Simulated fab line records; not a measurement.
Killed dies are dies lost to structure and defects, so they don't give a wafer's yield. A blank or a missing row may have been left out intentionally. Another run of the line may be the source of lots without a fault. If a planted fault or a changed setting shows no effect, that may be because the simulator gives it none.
Split-lot experiment -- flow n5_finfet -- on a route of 1938 steps: 7 lots, 39 wafers read

SPLIT DETAILS
At N5_SD_EPI_P_ETCH_37 (etches SOC in N2/H2, overetch 108 nm, time 486 s), the setting source_w was moved away from the recipe's 3000 W on 15 of the 39 wafers read, by -13.0% to +10.9%. This setting was run at the recipe's value on the other wafers.

The reading comes from the split's own step.

THE READING
rf_vpp_V, in V, at N5_SD_EPI_P_ETCH_37 (etches SOC in N2/H2, overetch 108 nm, time 486 s). A value of 240.6 V with a standard deviation of 1.4 V is what fault-free wafers of this fab line usually give.

wafer,"tool, chamber at the split","source_w as run, W",against the recipe,"rf_vpp_V, V",against lot-mates on the recipe
L074.1,"rie_diel-06, 2",2669,-11.0%,251.3,+10.5
L074.2,"rie_diel-06, 3",3000,recipe,239.8,-
L074.3,"rie_diel-06, 1",3000,recipe,240.1,-
L074.4,"rie_diel-06, 0",3000,recipe,242.4,-
L074.5,"rie_diel-06, 1",2669,-11.0%,250.0,+9.2
L074.6,"rie_diel-06, 2",2669,-11.0%,251.8,+11.0
L075.1,"rie_diel-02, 2",3000,recipe,240.9,-
L075.2,"rie_diel-02, 1",3326,+10.9%,233.3,-7.5
L075.3,"rie_diel-02, 0",3326,+10.9%,231.0,-9.8
L075.4,"rie_diel-02, 2",3326,+10.9%,231.2,-9.6
L075.5,"rie_diel-02, 0",3000,recipe,239.9,-
L075.6,"rie_diel-02, 1",3000,recipe,241.5,-
L081.3,"rie_diel-02, 3",3000,recipe,242.8,-
L081.5,"rie_diel-02, 3",3000,recipe,241.3,-
L081.6,"rie_diel-02, 1",3000,recipe,241.4,-
L085.1,"rie_diel-06, 2",3000,recipe,241.5,-
L085.2,"rie_diel-06, 1",3000,recipe,239.7,-
L085.3,"rie_diel-06, 0",2773,-7.6%,248.6,+7.8
L085.4,"rie_diel-06, 3",2773,-7.6%,248.2,+7.4
L085.5,"rie_diel-06, 2",3000,recipe,241.2,-
L085.6,"rie_diel-06, 3",2773,-7.6%,244.7,+3.9
L086.1,"rie_diel-02, 3",3000,recipe,241.6,-
L086.2,"rie_diel-02, 1",3000,recipe,240.6,-
L086.3,"rie_diel-02, 0",3000,recipe,239.0,-
L086.4,"rie_diel-02, 2",3000,recipe,240.0,-
L086.5,"rie_diel-02, 2",3000,recipe,241.5,-
L086.6,"rie_diel-02, 1",3000,recipe,241.5,-
L087.1,"rie_diel-02, 2",3000,recipe,241.3,-
L087.2,"rie_diel-02, 1",3000,recipe,239.5,-
L087.3,"rie_diel-02, 3",2609,-13.0%,253.0,+12.3
L087.4,"rie_diel-02, 0",2609,-13.0%,251.5,+10.8
L087.5,"rie_diel-02, 2",3000,recipe,241.2,-
L087.6,"rie_diel-02, 3",2609,-13.0%,252.9,+12.2
L092.1,"rie_diel-02, 1",3000,recipe,239.7,-
L092.2,"rie_diel-02, 3",2639,-12.0%,252.6,+12.5
L092.3,"rie_diel-02, 0",3000,recipe,241.6,-
L092.4,"rie_diel-02, 0",3000,recipe,239.1,-
L092.5,"rie_diel-02, 3",2639,-12.0%,250.2,+10.1
L092.6,"rie_diel-02, 1",2639,-12.0%,251.2,+11.1

FIT RESULTS
A straight line over all 39 wafers: rf_vpp_V changes by -0.874 V for each +1% of source_w; r = -0.98; the points scatter about the line by 1.1 V.
The same after taking each lot's own level away (the mean of its wafers on the recipe; 39 wafers): -0.888 V for each +1%; r = -0.98; scatter 1.1 V.
Per that fit: largest source_w move, reading shift of 12 V.
From 240.13 to 241.83 V: that is the span of the lots' own levels, equal to 1.2 times the standard deviation above.
Consequently the slope shifts little with the lot-to-lot level, the two slopes agreeing.
Check: with one of the wafers moved furthest among these (-13.0%) left out of the fit, the line predicts +11.6 V for it against its lot-mates. It came out at +12.3 V against them.
Tool readings at the split's step, against how far the setting was moved: rf_vpp_V r = -0.98.

ADDITIONAL SPLITS CARRIED BY THESE WAFERS
Other splits were also applied to these wafers ahead of the reading. Each is held against what the fit with the lots' levels taken away leaves over:
other split on the same wafers,wafers away from the commonest value,r with rf_vpp_V (lot level and that fit taken away)
N5_WELL_APT_EXPOSE_05 dose_mj,15,-0.01
N5_FIN_SAQP_ALD_61 temp_c,12,-0.07

THE WHOLE CHAIN: every reading that the file lists as answering this split, in the file's order
step,what it does,reading,change (the file's fit),r (the file's)
N5_SD_EPI_P_ETCH_37,"etches SOC in N2/H2, overetch 108 nm, time 486 s",rf_vpp_V,-0.897 V for each +1% of the setting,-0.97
N5_SD_EPI_P_ETCH_37,"etches SOC in N2/H2, overetch 108 nm, time 486 s","SiARC_of_SD_EPI_P_COAT_35.thk_nm (the simulator's own value, which no gauge read)",-0.119 nm for each +1% of the setting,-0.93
N5_SD_EPI_P_ETCHBACK_46,"etches SiNx in CH3F/O2, stops on SiO2, target depth 17.5 nm","SiARC_of_SD_EPI_P_COAT_35.thk_nm (the simulator's own value, which no gauge read)",-0.114 nm for each +1% of the setting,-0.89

FILE'S OWN FIT
rf_vpp_V changes by -0.897 V for each +1% of source_w, r = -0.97.
